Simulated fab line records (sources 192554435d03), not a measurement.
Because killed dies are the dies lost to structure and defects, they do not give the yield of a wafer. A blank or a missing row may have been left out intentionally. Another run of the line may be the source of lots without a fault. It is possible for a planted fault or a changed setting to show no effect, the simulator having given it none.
Chamber matching | flow n5Finfet | aldSin-01 running N5_BEOL_M1_ALD_98: 4 sister chambers
The step deposits SiO2, target thk 2.5 nm, pulse time 1 s, co reactant pulse time 1 s. 4 wafers are shown with their chamber, then 10 later ones without.

EACH WAFER AND ITS CHAMBER
wafer  | chamber | heaterPowerW (W)
L083.1 | 2       | 78
L083.4 | 1       | 72
L084.1 | 0       | 82
L084.2 | 3       | 82

WAFERS MISSING THEIR CHAMBER
wafer  | heaterPowerW (W)
L084.4 | 73
L088.2 | 73
L088.3 | 78
L088.5 | 82
L095.2 | 84
L095.5 | 83
L095.6 | 81
L094.3 | 74
L094.4 | 84
L094.5 | 86

EACH ONE'S CHAMBER
wafer  | from the rows above          | in truth
L084.4 | 1                            | 1
L088.2 | 1                            | 1
L088.3 | 2                            | 2
L088.5 | can't be placed: 0 or 3      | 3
L095.2 | can't be placed: 0 or 3      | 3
L095.5 | can't be placed: 0 or 3      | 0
L095.6 | can't be placed: 0 or 3 or 2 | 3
L094.3 | can't be placed: 1 or 2      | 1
L094.4 | can't be placed: 0 or 3      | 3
L094.5 | can't be placed: 0 or 3      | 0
Correct placement for 3 of the 10. From these rows, 7 cannot be placed; in 7 the true chamber is one of the candidates. Number placed wrongly: 0.
How it was worked out, from the rows above alone: a wafer's distance from a chamber is the root of the sum, over the readings, of the square of ((its reading less the chamber's mean) divided by the reading's scatter). The wafer belongs to the nearest chamber; if the next one is less than 2 further off, it can't be placed. A chamber's mean is the mean of its shown wafers. The scatter (one wafer shown for each chamber): square how far every hidden wafer sits from the nearest shown wafer, average those squares and take the square root.
